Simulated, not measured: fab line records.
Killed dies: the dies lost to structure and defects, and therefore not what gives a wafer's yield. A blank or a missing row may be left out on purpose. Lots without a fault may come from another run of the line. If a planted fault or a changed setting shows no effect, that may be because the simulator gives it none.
Which of the tools did it? / flow nand_harc / Sampling: 13 lots, 39 wafers, 5 of 1159 route steps

WHAT THE GAUGES SHOWED, per wafer
NHARC_A_CONTACT_CD_MEAS_53. Usual: cd_nm reads 189.5 nm (standard deviation 0.92).
lot=L894; measured=day 15 23:33; on=cd_sem-03; cd_nm (nm)=189.9 190.0 190.3; flag=
lot=L895; measured=day 16 09:16; on=cd_sem-03; cd_nm (nm)=190.0 189.9 189.6; flag=
lot=L897; measured=day 16 16:04; on=cd_sem-03; cd_nm (nm)=190.3 191.3 190.7; flag=
lot=L896; measured=day 17 01:07; on=cd_sem-01; cd_nm (nm)=190.4 190.5 189.8; flag=
lot=L899; measured=day 17 08:19; on=cd_sem-03; cd_nm (nm)=190.7 190.4 190.8; flag=
lot=L898; measured=day 17 10:10; on=cd_sem-01; cd_nm (nm)=190.3 189.8 190.4; flag=
lot=L900; measured=day 17 13:32; on=cd_sem-01; cd_nm (nm)=189.2 188.7 189.7; flag=
lot=L901; measured=day 18 06:06; on=cd_sem-03; cd_nm (nm)=191.1 190.1 190.5; flag=
lot=L911; measured=day 20 19:38; on=cd_sem-01; cd_nm (nm)=189.8 190.6 189.9; flag=
lot=L912; measured=day 21 05:17; on=cd_sem-03; cd_nm (nm)=189.6 190.3 189.8; flag=
lot=L916; measured=day 21 11:44; on=cd_sem-02; cd_nm (nm)=188.6 188.1 188.6; flag=
lot=L915; measured=day 21 15:32; on=cd_sem-03; cd_nm (nm)=188.4 188.9 188.2; flag=
lot=L913; measured=day 21 17:48; on=cd_sem-03; cd_nm (nm)=189.6 188.6 188.5; flag=

NHARC_END_SORT_01. Usual: killed_at_array 27, standard deviation 9.9; killed_at_other 0.6, standard deviation 0.84; killed_at_periphery 3.7, standard deviation 2.5; killed_dies 31, standard deviation 9.9; killed_open 3.0, standard deviation 1.6; killed_short 1.9, standard deviation 1.2.
lot=L911; measured=day 23 13:24; on=prober-02; killed_at_array=35 20 20; killed_at_other=2 0 3; killed_at_periphery=0 2 2; killed_dies=37 22 25; killed_open=1 4 3; killed_short=3 3 1; flag=
lot=L915; measured=day 24 07:11; on=prober-01; killed_at_array=33 39 40; killed_at_other=2 0 2; killed_at_periphery=7 8 7; killed_dies=42 47 49; killed_open=5 2 2; killed_short=1 3 3; flag=

WHAT TOOL EACH LOT RAN ON (gives the tool, then ch and the chambers of the sampled wafers, and finally the start)
lot=L894; NHARC_A_CONTACT_DEP_58=pecvd-02 ch 0,1, day 16 04:49; NHARC_A_CONTACT_ETCH_75=rie_diel-03 ch 1,2,3, day 16 05:53; NHARC_A_CONTACT_ETCH_125=har_cap_etch-01 ch 0,1, day 16 07:10
lot=L895; NHARC_A_CONTACT_DEP_58=pecvd-02 ch 0,1,2, day 16 14:07; NHARC_A_CONTACT_ETCH_75=rie_diel-06 ch 1,3, day 16 15:06; NHARC_A_CONTACT_ETCH_125=har_cap_etch-03 ch 0, day 16 16:34
lot=L897; NHARC_A_CONTACT_DEP_58=pecvd-02 ch 0,1, day 16 21:25; NHARC_A_CONTACT_ETCH_75=rie_diel-08 ch 1,2, day 16 22:14; NHARC_A_CONTACT_ETCH_125=har_cap_etch-01 ch 0, day 16 23:29
lot=L896; NHARC_A_CONTACT_DEP_58=pecvd-02 ch 0,1, day 17 05:35; NHARC_A_CONTACT_ETCH_75=rie_diel-06 ch 0,1,3, day 17 06:34; NHARC_A_CONTACT_ETCH_125=har_cap_etch-02 ch 0,1, day 17 07:48
lot=L899; NHARC_A_CONTACT_DEP_58=pecvd-02 ch 0,2, day 17 11:19; NHARC_A_CONTACT_ETCH_75=rie_diel-08 ch 0,2,3, day 17 12:19; NHARC_A_CONTACT_ETCH_125=har_cap_etch-02 ch 0,1, day 17 13:43
lot=L898; NHARC_A_CONTACT_DEP_58=pecvd-01 ch 0,1,2, day 17 12:56; NHARC_A_CONTACT_ETCH_75=rie_diel-06 ch 0,2,3, day 17 13:57; NHARC_A_CONTACT_ETCH_125=har_cap_etch-01 ch 0,1, day 17 15:28
lot=L900; NHARC_A_CONTACT_DEP_58=pecvd-04 ch 1,2, day 17 16:52; NHARC_A_CONTACT_ETCH_75=rie_diel-03 ch 0,1, day 17 17:53; NHARC_A_CONTACT_ETCH_125=har_cap_etch-02 ch 0, day 17 19:08
lot=L901; NHARC_A_CONTACT_DEP_58=pecvd-02 ch 0,1,2, day 18 08:51; NHARC_A_CONTACT_ETCH_75=rie_diel-06 ch 0,1,3, day 18 09:51; NHARC_A_CONTACT_ETCH_125=har_cap_etch-01 ch 0,1, day 18 11:16
lot=L911; NHARC_A_CONTACT_DEP_58=pecvd-01 ch 0,1,2, day 20 22:23; NHARC_A_CONTACT_ETCH_75=rie_diel-06 ch 1,2, day 20 23:23; NHARC_A_CONTACT_ETCH_125=har_cap_etch-01 ch 0,1, day 21 00:37
lot=L912; NHARC_A_CONTACT_DEP_58=pecvd-02 ch 0,2, day 21 11:25; NHARC_A_CONTACT_ETCH_75=rie_diel-08 ch 0,1,2, day 21 12:25; NHARC_A_CONTACT_ETCH_125=har_cap_etch-02 ch 0,1, day 21 13:41
lot=L916; NHARC_A_CONTACT_DEP_58=pecvd-01 ch 0,1,2, day 21 16:38; NHARC_A_CONTACT_ETCH_75=rie_diel-03 ch 0,1, day 21 17:29; NHARC_A_CONTACT_ETCH_125=har_cap_etch-02 ch 0,1, day 21 18:52
lot=L915; NHARC_A_CONTACT_DEP_58=pecvd-02 ch 0,1,2, day 21 18:24; NHARC_A_CONTACT_ETCH_75=rie_diel-08 ch 2,3, day 21 19:28; NHARC_A_CONTACT_ETCH_125=har_cap_etch-03 ch 0,1, day 21 20:47
lot=L913; NHARC_A_CONTACT_DEP_58=pecvd-01 ch 0,2, day 21 22:09; NHARC_A_CONTACT_ETCH_75=rie_diel-03 ch 0,1,3, day 21 23:08; NHARC_A_CONTACT_ETCH_125=har_cap_etch-02 ch 0,1, day 22 00:32
- NHARC_A_CONTACT_DEP_58: deposits SiON, target thk 60 nm.
- NHARC_A_CONTACT_ETCH_75: etches the open film in CF4, target depth 39 nm, time 65 s.
- NHARC_A_CONTACT_ETCH_125: etches the open film in C4F8/O2/Ar, time 155 s, target depth 956 nm.

WHAT THE TOOLS THEMSELVES READ (means of the sampled wafers that have a number; where no wafer has one, the mark that the record gives instead)
NHARC_A_CONTACT_DEP_58. Usual: heater_power_w 795 W, standard deviation 93; rf_fwd_power_W 348.4 W, standard deviation 1.1.
lot=L894; tool=pecvd-02; heater_power_w (W)=814; rf_fwd_power_W (W)=348.6; flag=
lot=L895; tool=pecvd-02; heater_power_w (W)=862; rf_fwd_power_W (W)=348.4; flag=
lot=L897; tool=pecvd-02; heater_power_w (W)=874; rf_fwd_power_W (W)=348.6; flag=
lot=L896; tool=pecvd-02; heater_power_w (W)=922; rf_fwd_power_W (W)=348.5; flag=
lot=L899; tool=pecvd-02; heater_power_w (W)=911; rf_fwd_power_W (W)=347.7; flag=
lot=L898; tool=pecvd-01; heater_power_w (W)=821; rf_fwd_power_W (W)=348.0; flag=
lot=L900; tool=pecvd-04; heater_power_w (W)=673; rf_fwd_power_W (W)=349.0; flag=
lot=L901; tool=pecvd-02; heater_power_w (W)=797; rf_fwd_power_W (W)=348.9; flag=
lot=L911; tool=pecvd-01; heater_power_w (W)=797; rf_fwd_power_W (W)=347.7; flag=
lot=L912; tool=pecvd-02; heater_power_w (W)=903; rf_fwd_power_W (W)=349.4; flag=
lot=L916; tool=pecvd-01; heater_power_w (W)=770; rf_fwd_power_W (W)=347.5; flag=
lot=L915; tool=pecvd-02; heater_power_w (W)=835; rf_fwd_power_W (W)=349.1; flag=
lot=L913; tool=pecvd-01; heater_power_w (W)=787; rf_fwd_power_W (W)=350.0; flag=

NHARC_A_CONTACT_ETCH_75. Usual: value, then standard deviation, for each; drypump_motor_current_A 5.9 A / 0.37; oes_product_au 1.003 a.u. / 0.011; rf_fwd_power_W 297.2 W / 1.3; rf_vpp_V 150.7 V / 0.96; run_length_s 86.4 s / 0.54; showerhead_plenum_p_Torr 1.72 Torr / 0.044; throttle_valve_pct 13.283 % / 0.0098.
lot=L894; tool=rie_diel-03; drypump_motor_current_A (A)=5.6; oes_product_au (a.u.)=1.004; rf_fwd_power_W (W)=297.5; rf_vpp_V (V)=150.4; run_length_s (s)=86.3; showerhead_plenum_p_Torr (Torr)=1.70; throttle_valve_pct (%)=13.279; flag=
lot=L895; tool=rie_diel-06; drypump_motor_current_A (A)=5.7; oes_product_au (a.u.)=1.014; rf_fwd_power_W (W)=298.3; rf_vpp_V (V)=151.1; run_length_s (s)=86.7; showerhead_plenum_p_Torr (Torr)=1.77; throttle_valve_pct (%)=13.281; flag=
lot=L897; tool=rie_diel-08; drypump_motor_current_A (A)=6.1; oes_product_au (a.u.)=1.005; rf_fwd_power_W (W)=295.5; rf_vpp_V (V)=151.3; run_length_s (s)=86.8; showerhead_plenum_p_Torr (Torr)=1.74; throttle_valve_pct (%)=13.291; flag=
lot=L896; tool=rie_diel-06; drypump_motor_current_A (A)=5.8; oes_product_au (a.u.)=1.007; rf_fwd_power_W (W)=297.8; rf_vpp_V (V)=151.1; run_length_s (s)=86.3; showerhead_plenum_p_Torr (Torr)=1.75; throttle_valve_pct (%)=13.281; flag=
lot=L899; tool=rie_diel-08; drypump_motor_current_A (A)=6.1; oes_product_au (a.u.)=0.992; rf_fwd_power_W (W)=296.7; rf_vpp_V (V)=151.0; run_length_s (s)=86.4; showerhead_plenum_p_Torr (Torr)=1.72; throttle_valve_pct (%)=13.281; flag=
lot=L898; tool=rie_diel-06; drypump_motor_current_A (A)=6.1; oes_product_au (a.u.)=1.000; rf_fwd_power_W (W)=298.1; rf_vpp_V (V)=150.6; run_length_s (s)=86.3; showerhead_plenum_p_Torr (Torr)=1.75; throttle_valve_pct (%)=13.282; flag=
lot=L900; tool=rie_diel-03; drypump_motor_current_A (A)=6.3; oes_product_au (a.u.)=1.005; rf_fwd_power_W (W)=297.0; rf_vpp_V (V)=150.2; run_length_s (s)=86.0; showerhead_plenum_p_Torr (Torr)=1.66; throttle_valve_pct (%)=13.277; flag=
lot=L901; tool=rie_diel-06; drypump_motor_current_A (A)=5.7; oes_product_au (a.u.)=1.006; rf_fwd_power_W (W)=297.3; rf_vpp_V (V)=150.2; run_length_s (s)=86.6; showerhead_plenum_p_Torr (Torr)=1.75; throttle_valve_pct (%)=13.278; flag=
lot=L911; tool=rie_diel-06; drypump_motor_current_A (A)=6.0; oes_product_au (a.u.)=1.010; rf_fwd_power_W (W)=298.0; rf_vpp_V (V)=150.4; run_length_s (s)=81.6; showerhead_plenum_p_Torr (Torr)=1.74; throttle_valve_pct (%)=13.291; flag=OFF
lot=L912; tool=rie_diel-08; drypump_motor_current_A (A)=6.2; oes_product_au (a.u.)=1.001; rf_fwd_power_W (W)=297.1; rf_vpp_V (V)=150.0; run_length_s (s)=86.5; showerhead_plenum_p_Torr (Torr)=1.71; throttle_valve_pct (%)=13.285; flag=
lot=L916; tool=rie_diel-03; drypump_motor_current_A (A)=6.2; oes_product_au (a.u.)=1.006; rf_fwd_power_W (W)=296.7; rf_vpp_V (V)=149.9; run_length_s (s)=85.7; showerhead_plenum_p_Torr (Torr)=1.67; throttle_valve_pct (%)=13.281; flag=
lot=L915; tool=rie_diel-08; drypump_motor_current_A (A)=5.8; oes_product_au (a.u.)=0.995; rf_fwd_power_W (W)=296.8; rf_vpp_V (V)=151.2; run_length_s (s)=86.9; showerhead_plenum_p_Torr (Torr)=1.73; throttle_valve_pct (%)=13.278; flag=
lot=L913; tool=rie_diel-03; drypump_motor_current_A (A)=5.9; oes_product_au (a.u.)=1.007; rf_fwd_power_W (W)=299.1; rf_vpp_V (V)=149.8; run_length_s (s)=86.1; showerhead_plenum_p_Torr (Torr)=1.68; throttle_valve_pct (%)=13.288; flag=

THE ANSWER, worked out from the rows above alone
Rule: a lot is off if the mean of its wafers that have a number lies more than 3 standard deviations from the usual mean. Also off: a lot with no number at a reading for which 4 or more lots have one. The other lots that the step has rows for count as sound. Order of review: gauges by route order, followed by the tools' own readings, for which a lot's mean as printed above is used. At the first step where some lot is off, the reading lying furthest off is the one used; lots without a number count as furthest.
Off: L911, at NHARC_A_CONTACT_ETCH_75 (run_length_s).
A tool fits if, at that step or a process step before it, it ran every lot that is off, and no sound lot after the first of them. One candidate fits, namely rie_diel-06 at NHARC_A_CONTACT_ETCH_75. Its last sound lot is L901 (day 18 09:51), its first lot that is off L911 (day 20 23:23): a fault that began between those two fits.
The tool's own readings at NHARC_A_CONTACT_ETCH_75 bear it out: on the lots that are off they differ by more than 5 times the standard deviation of the sound lots' means. run_length_s reads 81.6 s there against 86.4 s on the sound lots.

WHAT THE SIMULATOR HAD PUT IN
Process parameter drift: rie_diel-06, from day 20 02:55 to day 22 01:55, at NHARC_A_CONTACT_ETCH_75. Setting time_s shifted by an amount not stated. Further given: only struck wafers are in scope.
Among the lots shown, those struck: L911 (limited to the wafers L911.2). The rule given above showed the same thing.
